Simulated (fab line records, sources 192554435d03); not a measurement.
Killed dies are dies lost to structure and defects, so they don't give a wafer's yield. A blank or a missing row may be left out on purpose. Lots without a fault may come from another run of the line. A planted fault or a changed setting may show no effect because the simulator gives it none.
fab line records | flow n5_finfet
record lots=11 wafers=33 last_day=19
route steps=1938 shown BEOL_M8@1345 PASSIVATION@1936
lots that met no fault: from a run of the same line without faults
start_h: hours from the record's first day to the start of the lot's first wafer shown | wait_h: hours since the lot's step before | " the same as in the row above | L1.1+2: a row that stands for several wafers | - no value, or no start given | * or withheld: withheld | < > ~ a bound
route shown NAME@n: a module of which the file shows steps, and the number in the route of the first | usual: mean/standard deviation of fault-free wafers | same: alike in all rows | chamber/n: place in a boat | sites: the reading at each site | _std_site: their standard deviation | _edge_site: outer sites' mean less inner sites' | radius_mm: how far each site lies from the wafer's centre | mask NAME#n: copy n | behind: the tool/chamber that last shaped the wafer | hold: why the lot was held/for how many hours/how that ended | device: the transistor (n, p or np) that didn't switch | end of line: the same wafers' tests at the end of the route | a step without rows: its recipe alone | killed: dies lost to structure and defects at the first sort, not the wafer's yield | map: a wafer's dies, x killed, . not, _ none there
set.NAME: the setting as run; set.NAME@STEP: as run at that earlier step | model.NAME: the simulator's own value behind a step, which no gauge read
steps of the route over a sample of lots; a table a step, a row a wafer
services: from which hour (start_h, from the record's first day; less than 0 if before it) a tool's chamber was out of use, for how many hours, and why
## steps
# step N5_BEOL_M8_CD_MEAS_11
# recipe target_cd_nm=38.5 landing_energy_ev=500 detector=se_inlens polarity=opening
# usual cd_nm=38.4/0.41
# columns lot.wafer tool chamber start_h wait_h cd_nm
L752.2 cd_sem-01 0 225.76 - 39.4
L752.3 " 0 " " 39.4
L752.5 " 0 " " 38.8
L753.2 cd_sem-02 0 236.04 - 38.4
L753.4 " 0 " " 38.2
L753.6 " 0 " " 39.3
L754.1 cd_sem-02 0 257.16 - 38.2
L754.2 " 0 " " 38.6
L754.5 " 0 " " 38.6
L761.1 cd_sem-01 0 285.69 - 37.8
L761.3 " 0 " " 38.5
L761.5 " 0 " " 38.5
L765.1 cd_sem-03 0 306.27 - 37.2
L765.2 " 0 " " 37.3
L765.5 " 0 " " 37.9
L767.2 cd_sem-02 0 316.58 - 39.0
L767.3 " 0 " " 38.5
L767.4 " 0 " " 38.3
L769.2 cd_sem-03 0 335.42 - 38.7
L769.5 " 0 " " 38.4
L769.6 " 0 " " 38.5
L770.1 cd_sem-01 0 338.13 - 38.6
L770.5 " 0 " " 38.7
L770.6 " 0 " " 38.5
L772.2 cd_sem-03 0 344.25 - 38.5
L772.5 " 0 " " 38.4
L772.6 " 0 " " 38.4
L774.1 cd_sem-02 0 363.44 - 38.6
L774.3 " 0 " " 38.4
L774.4 " 0 " " 38.8
L775.2 cd_sem-02 0 376.69 - 37.6
L775.3 " 0 " " 38.0
L775.5 " 0 " " 38.0
# step N5_BEOL_M8_INSPECT_13
# recipe mode=adi inspect_instrument=brightfield
# usual raw_defect_count=399/90
# columns lot.wafer tool chamber start_h wait_h raw_defect_count
L752.2 defect_inspect-01 - 225.81 0.0 449
L752.3 " - " " 373
L752.5 " - " " 381
L753.2 defect_inspect-02 - 236.09 0.0 511
L753.4 " - " " 566
L753.6 " - " " 327
L754.1 defect_inspect-01 - 257.22 0.0 313
L754.2 " - " " 300
L754.5 " - " " 442
L761.1 defect_inspect-01 - 285.75 0.0 339
L761.3 " - " " 294
L761.5 " - " " 344
L765.1 defect_inspect-02 - 306.33 0.0 374
L765.2 " - " " 441
L765.5 " - " " 367
L767.2 defect_inspect-02 - 316.64 0.0 471
L767.3 " - " " 439
L767.4 " - " " 414
L769.2 defect_inspect-01 - 335.48 0.0 342
L769.5 " - " " 355
L769.6 " - " " 250
L770.1 defect_inspect-02 - 338.19 0.0 511
L770.5 " - " " 566
L770.6 " - " " 507
L772.2 defect_inspect-02 - 344.30 0.0 368
L772.5 " - " " 388
L772.6 " - " " 401
L774.1 defect_inspect-01 - 363.49 0.0 308
L774.3 " - " " 364
L774.4 " - " " 257
L775.2 defect_inspect-01 - 376.74 0.0 349
L775.3 " - " " 333
L775.5 " - " " 385
# step N5_BEOL_M8_ETCH_62
# recipe chemistry=N2/H2 target=SOC target_depth_a=1100 overetch_a=220 mask_material=SiARC temp_c=40 time_s=165 ion_energy_ev=200 pressure_mtorr=30 source_w=840 bias_w=150 n2_flow_sccm=200 h2_flow_sccm=200
# usual drypump_motor_current_A=5.9/0.5 oes_product_au=0.66/0.06 rf_vpp_V=525.2/2.2 showerhead_plenum_p_Torr=2.59/0.076 throttle_valve_pct=17.82/0.26
# columns lot.wafer tool chamber start_h wait_h drypump_motor_current_A oes_product_au rf_hours_counter_h rf_vpp_V showerhead_plenum_p_Torr throttle_valve_pct
L752.2 rie_diel-02 0 225.94 0.0 6.2 0.61 197 525.9 2.63 17.85
L752.3 " 3 " " 5.8 0.69 108 526.6 2.67 18.02
L752.5 " 3 " " 5.8 0.69 - 527.7 2.67 18.02
L753.2 rie_diel-03 2 236.21 0.0 5.8 0.72 51 526.7 2.70 18.07
L753.4 " 0 " " 6.4 0.76 24 525.6 2.59 17.53
L753.6 " 0 " " 6.4 0.75 - 525.0 2.59 17.54
L754.1 rie_diel-05 3 257.42 0.0 6.4 0.60 218 525.9 2.61 17.95
L754.2 " 0 " " 5.7 0.62 157 527.9 2.66 18.10
L754.5 " 1 " " 4.9 0.71 - 521.8 2.46 17.51
L761.1 rie_diel-03 1 286.27 0.0 6.7 0.61 214 525.4 2.62 17.55
L761.3 " 0 " " 6.4 0.73 40 525.3 2.59 17.55
L761.5 " 2 " " 5.8 0.69 - 527.4 2.69 18.11
L765.1 rie_diel-03 3 306.67 0.0 6.2 0.62 207 522.2 2.51 17.93
L765.2 " 0 " " 6.4 0.71 50 524.4 2.58 17.56
L765.5 " 2 " " 5.8 0.69 - 527.4 2.69 18.13
L767.2 rie_diel-05 1 316.76 0.0 4.9 0.69 95 521.7 2.45 17.55
L767.3 " 0 " " 5.7 0.60 179 525.8 2.65 18.14
L767.4 " 2 " " 5.9 0.76 17 526.4 2.60 17.31
L769.2 rie_diel-02 1 336.81 0.0 5.0 0.69 91 521.8 2.47 17.90
L769.5 " 1 " " 5.0 0.69 - 522.2 2.47 17.92
L769.6 " 2 " " 6.1 0.72 - 527.2 2.70 17.76
L770.1 rie_diel-05 1 338.89 0.0 4.9 0.69 98 520.2 2.45 17.54
L770.5 " 2 " " 5.9 0.75 - 527.1 2.60 17.30
L770.6 " 0 " " 5.7 0.60 - 527.7 2.65 18.17
L772.2 rie_diel-05 1 344.49 0.0 4.9 0.68 102 520.9 2.45 17.55
L772.5 " 1 " " 4.9 0.69 - 520.4 2.45 17.56
L772.6 " 2 " " 6.0 0.75 - 526.4 2.59 17.32
L774.1 rie_diel-03 3 363.73 0.0 6.2 0.60 229 523.1 2.50 17.96
L774.3 " 1 " " 6.7 0.59 241 524.9 2.61 17.61
L774.4 " 0 " " 6.4 0.70 74 523.9 2.57 17.63
L775.2 rie_diel-02 2 377.52 0.0 6.1 0.71 60 528.0 2.69 17.80
L775.3 " 3 " " 5.8 0.65 164 526.1 2.64 18.12
L775.5 " 3 " " 5.8 0.65 - 527.0 2.64 18.13
# step N5_BEOL_M8_CD_MEAS_28
# recipe target_cd_nm=40 landing_energy_ev=500 detector=se_inlens
# usual cd_nm=39.98/0.21
# columns lot.wafer tool chamber start_h wait_h cd_nm
L752.2 cd_sem-01 0 228.67 - 40.14
L752.3 " 0 " " 40.20
L752.5 " 0 " " 39.84
L753.2 cd_sem-01 0 236.89 - 40.04
L753.4 " 0 " " 39.98
L753.6 " 0 " " 40.31
L754.1 cd_sem-01 0 258.93 - 39.80
L754.2 " 0 " " 39.78
L754.5 " 0 " " 39.62
L761.1 cd_sem-03 0 288.45 - 40.01
L761.3 " 0 " " 39.98
L761.5 " 0 " " 40.27
L765.1 cd_sem-02 0 310.19 - 40.08
L765.2 " 0 " " 39.70
L765.5 " 0 " " 40.11
L767.2 cd_sem-01 0 318.42 - 40.17
L767.3 " 0 " " 40.44
L767.4 " 0 " " 40.27
L769.2 cd_sem-03 0 337.67 - 39.71
L769.5 " 0 " " 40.15
L769.6 " 0 " " 39.96
L770.1 cd_sem-02 0 339.95 - 40.25
L770.5 " 0 " " 40.05
L770.6 " 0 " " 39.96
L772.2 cd_sem-02 0 345.62 - 40.07
L772.5 " 0 " " 39.73
L772.6 " 0 " " 39.72
L774.1 cd_sem-03 0 367.53 - 39.89
L774.3 " 0 " " 40.14
L774.4 " 0 " " 39.94
L775.2 cd_sem-03 0 378.91 - 39.89
L775.3 " 0 " " 39.88
L775.5 " 0 " " 40.20
# step N5_BEOL_M8_INSPECT_30
# recipe mode=adi inspect_instrument=brightfield
# usual raw_defect_count=405/96
# columns lot.wafer tool chamber start_h wait_h raw_defect_count
L752.2 defect_inspect-02 - 228.76 0.0 490
L752.3 " - " " 441
L752.5 " - " " 448
L753.2 defect_inspect-02 - 236.98 0.0 501
L753.4 " - " " 546
L753.6 " - " " 335
L754.1 defect_inspect-01 - 259.02 0.1 332
L754.2 " - " " 305
L754.5 " - " " 469
L761.1 defect_inspect-02 - 288.54 0.1 366
L761.3 " - " " 1492
L761.5 " - " " 413
L765.1 defect_inspect-02 - 310.28 0.1 340
L765.2 " - " " 1560
L765.5 " - " " 362
L767.2 defect_inspect-01 - 318.51 0.0 401
L767.3 " - " " 384
L767.4 " - " " 361
L769.2 defect_inspect-01 - 337.75 0.0 364
L769.5 " - " " 326
L769.6 " - " " 266
L770.1 defect_inspect-02 - 340.04 0.1 539
L770.5 " - " " 580
L770.6 " - " " 535
L772.2 defect_inspect-01 - 345.70 0.0 309
L772.5 " - " " 339
L772.6 " - " " 370
L774.1 defect_inspect-01 - 367.62 0.1 300
L774.3 " - " " 359
L774.4 " - " " 230
L775.2 defect_inspect-01 - 379.19 0.2 341
L775.3 " - " " 334
L775.5 " - " " 361
# step N5_PASSIVATION_PROBE_49
# usual defect_limited_yield=91.5/1.3 killed_at_M0_to_M3=33/10 killed_at_M4_up=13/4 killed_at_contacts=12/6.3 killed_at_front_end=39/11 killed_at_other=3.4/2.6 killed_dies=100/15 killed_on_rim=13/4 killed_open=65/11 killed_short=34/7.8 sort_bin_5_function=5.0/0.89 sort_bin_6_memory=3.2/0.58 sort_n_pass=1080/15 sort_yield_pct=91.5/1.3
# same gross_dies=1180 killed_at_back_side=0 sort_bin_4_leakage[%]=0 sort_bin_8_speed[%]=0
# columns lot.wafer tool chamber start_h wait_h defect_limited_yield[%] killed_at_M0_to_M3 killed_at_M4_up killed_at_contacts killed_at_front_end killed_at_other killed_dies killed_on_rim killed_open killed_short sort_bin_5_function[%] sort_bin_6_memory[%] sort_n_pass sort_yield_pct[%]
L761.1 prober-02 - 361.92 0.0 88.3 36 11 8 79 4 138 24 78 60 7.5 3.6 1042 88.3
L761.3 prober-02 - 362.02 0.1 84.7 38 77 22 39 5 181 37 72 41 7.2 5.2 999 84.7
L761.5 prober-02 - 362.12 0.2 91.3 19 11 11 58 4 103 18 62 41 5.3 3.3 1077 91.3
L765.1 prober-01 - 389.14 0.0 91.5 35 10 11 36 8 100 10 73 26 4.8 3.5 1080 91.5
L765.2 prober-01 - 389.19 0.1 86.4 22 82 8 42 7 161 28 61 36 8.0 3.5 1019 86.4
L765.5 prober-01 - 389.34 0.2 92.0 29 11 8 43 3 94 13 70 23 4.7 3.1 1086 92.0
L767.2 prober-02 - 392.46 0.1 91.0 35 12 13 42 4 106 15 71 35 6.0 2.7 1074 91.0
L767.3 prober-02 - 392.51 0.1 92.4 39 8 10 30 3 90 10 50 39 3.8 3.1 1090 92.4
L767.4 prober-02 - 392.56 0.2 93.5 24 8 20 25 0 77 10 48 29 3.2 2.9 1103 93.5
# killed by level:class
L761.1 FIN_SAQP:geometric_particle:short=25 FIN_SAQP:geometric_particle:open=13 BEOL_M3:geometric_particle:open=11 GATE_CUT:geometric_particle:open=11 GATE_CUT:geometric_particle:short=11 BEOL_M0_SAQP:geometric_particle:short=9 MOL_CONTACT_COAG:geometric_particle:open=8 STI_FIN_REVEAL:geometric_particle:open=7
L761.3 BEOL_M8:unspecified=63 MOL_CONTACT_COAG:geometric_particle:open=21 FIN_SAQP:geometric_particle:short=12 BEOL_M0_SAQP:geometric_particle:short=12 BEOL_M2:geometric_particle:open=8 BEOL_M3:geometric_particle:open=8 FIN_SAQP:geometric_particle:open=6 BEOL_M0_SAQP:geometric_particle:open=5
L761.5 FIN_SAQP:geometric_particle:open=20 FIN_SAQP:geometric_particle:short=11 MOL_CONTACT_COAG:geometric_particle:open=9 STARTING-WAFER:geometric_particle:short=5 GATE_CUT:geometric_particle:short=4 BEOL_M2:geometric_particle:open=4 BEOL_M3:geometric_particle:open=4 BEOL_M5:geometric_particle:open=4
L765.1 STI_FIN_REVEAL:geometric_particle:open=13 MOL_CONTACT_COAG:geometric_particle:open=9 BEOL_M3:geometric_particle:open=7 BEOL_M0_SAQP:geometric_particle:open=6 FIN_SAQP:geometric_particle:short=5 BEOL_M0:geometric_particle:open=5 BEOL_M1:geometric_particle:open=5 BEOL_M2:geometric_particle:open=5
L765.2 BEOL_M8:unspecified=64 FIN_SAQP:geometric_particle:short=10 FIN_SAQP:geometric_particle:open=8 STI_FIN_REVEAL:geometric_particle:open=8 MOL_CONTACT_COAG:geometric_particle:open=7 BEOL_M0_SAQP:geometric_particle:short=5 GATE_CUT:geometric_particle:short=4 BEOL_M1:geometric_particle:open=4
L765.5 FIN_SAQP:geometric_particle:open=12 BEOL_M3:geometric_particle:open=8 FIN_SAQP:geometric_particle:short=6 STI_FIN_REVEAL:geometric_particle:open=6 BEOL_M0_SAQP:geometric_particle:open=6 BEOL_M0_SAQP:geometric_particle:short=5 MOL_CONTACT_COAG:geometric_particle:open=5 STARTING-WAFER:geometric_particle:open=5
L767.2 BEOL_M0_SAQP:geometric_particle:open=12 FIN_SAQP:geometric_particle:short=10 MOL_CONTACT_COAG:geometric_particle:open=9 STI_FIN_REVEAL:geometric_particle:open=7 BEOL_M0_SAQP:geometric_particle:short=7 GATE_CUT:geometric_particle:open=6 GATE_CUT:geometric_particle:short=6 FIN_SAQP:geometric_particle:open=5
L767.3 BEOL_M0_SAQP:geometric_particle:short=11 FIN_SAQP:geometric_particle:short=9 MOL_CONTACT_COAG:geometric_particle:open=9 BEOL_M2:geometric_particle:open=8 GATE_CUT:geometric_particle:short=7 BEOL_M0_SAQP:geometric_particle:open=7 BEOL_M3:geometric_particle:open=5 BEOL_M1:geometric_particle:open=4
L767.4 MOL_CONTACT_COAG:geometric_particle:open=15 BEOL_M0_SAQP:geometric_particle:short=8 FIN_SAQP:geometric_particle:open=7 GATE_CUT:geometric_particle:short=6 BEOL_M3:geometric_particle:open=6 MOL_CONTACT_COAG:geometric_particle:short=5 FIN_SAQP:geometric_particle:short=3 STI_FIN_REVEAL:geometric_particle:open=3
## services
# columns tool chamber start_h hours kind
rie_diel-03 1 222.81 2.7 repair
rie_diel-02 0 236.29 1.6 repair
rie_diel-05 2 248.47 1.5 repair
rie_diel-05 2 250.18 - clean
rie_diel-05 2 250.18 - consumable_replace:focus_ring
rie_diel-05 2 250.18 13.4 scheduled_down
rie_diel-05 2 250.18 13.4 vent_cycle
rie_diel-03 0 253.76 5.9 repair
rie_diel-05 1 276.26 3.2 repair
rie_diel-05 - 322.76 14.6 pm
rie_diel-05 0 341.64 21.4 repair
rie_diel-05 3 363.02 - clean
rie_diel-05 3 363.02 - consumable_replace:focus_ring
rie_diel-05 3 363.02 17.6 scheduled_down
rie_diel-05 3 363.02 17.6 vent_cycle
rie_diel-05 1 364.89 25.3 repair
rie_diel-03 3 373.30 4.5 repair
rie_diel-02 0 377.03 1.3 repair
## key
first_sign step=N5_BEOL_M8_INSPECT_30 reading=raw_defect_count direction=up sigmas=12 usual=405 struck=1526
effect step=N5_PASSIVATION_PROBE_49 reading=killed_at_M4_up direction=up sigmas=17 usual=13 struck=80
more_kills_born_at N5_BEOL_M8_ETCH_62@rie_diel-03=127
met_at N5_BEOL_M8_ETCH_62
struck_lots L761,L765
struck_wafers L761.3,L765.2
not_acting_at N5_BEOL_M8_CD_MEAS_11,N5_BEOL_M8_INSPECT_13,N5_BEOL_M8_CD_MEAS_28
onset_between 236.21 286.27
fault kind=chamber_particle_source tool=rie_diel-03 chamber=0 onset_h=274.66 steps=N5_BEOL_M8_ETCH_62 rate_per_visit_cm2=1.7292 end_h=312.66
